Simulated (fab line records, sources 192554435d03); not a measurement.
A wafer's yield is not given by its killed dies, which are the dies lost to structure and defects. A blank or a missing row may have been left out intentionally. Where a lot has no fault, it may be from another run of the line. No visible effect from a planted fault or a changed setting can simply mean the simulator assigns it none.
Matching of chambers / flow n5 finfet / 4 sister chambers for N5_HKMG_FIN_DESCUM_53 on rie diel-03
The step chemistry O2, time 7.9 s. 4 wafers are shown with their chamber, then 8 later ones without.

== WAFERS WITH THEIR CHAMBER ==
wafer=L080.2; chamber=3; drypump motor current A (A)=5.6
wafer=L080.3; chamber=0; drypump motor current A (A)=5.5
wafer=L080.6; chamber=1; drypump motor current A (A)=6.7
wafer=L088.1; chamber=2; drypump motor current A (A)=6.0

== WAFERS MISSING THEIR CHAMBER ==
wafer=L088.2; drypump motor current A (A)=5.5
wafer=L088.6; drypump motor current A (A)=5.6
wafer=L092.1; drypump motor current A (A)=6.8
wafer=L092.2; drypump motor current A (A)=5.5
wafer=L092.6; drypump motor current A (A)=5.6
wafer=L095.2; drypump motor current A (A)=5.6
wafer=L095.3; drypump motor current A (A)=6.7
wafer=L095.5; drypump motor current A (A)=5.9

== WHICH CHAMBER EACH WENT THROUGH ==
wafer=L088.2; from the rows above=0; in truth=0
wafer=L088.6; from the rows above=3; in truth=3
wafer=L092.1; from the rows above=1; in truth=1
wafer=L092.2; from the rows above=0; in truth=0
wafer=L092.6; from the rows above=3; in truth=3
wafer=L095.2; from the rows above=3; in truth=3
wafer=L095.3; from the rows above=1; in truth=1
wafer=L095.5; from the rows above=2; in truth=2
Correctly placed: 8 of 8. Left unplaced by these rows: 0. Wrongly placed: 0.
How it was worked out, from the rows above alone: a wafer's distance from a chamber is the root of the sum, over the readings, of the square of ((its reading less the chamber's mean) divided by the reading's scatter). If the next closest chamber is less than 2 further off than the closest, the wafer can't be placed; otherwise it belongs to the closest. The mean given for a chamber averages the wafers shown for that chamber. The scatter: root of mean squared gap, hidden wafer to nearest shown wafer, with one shown wafer a chamber.
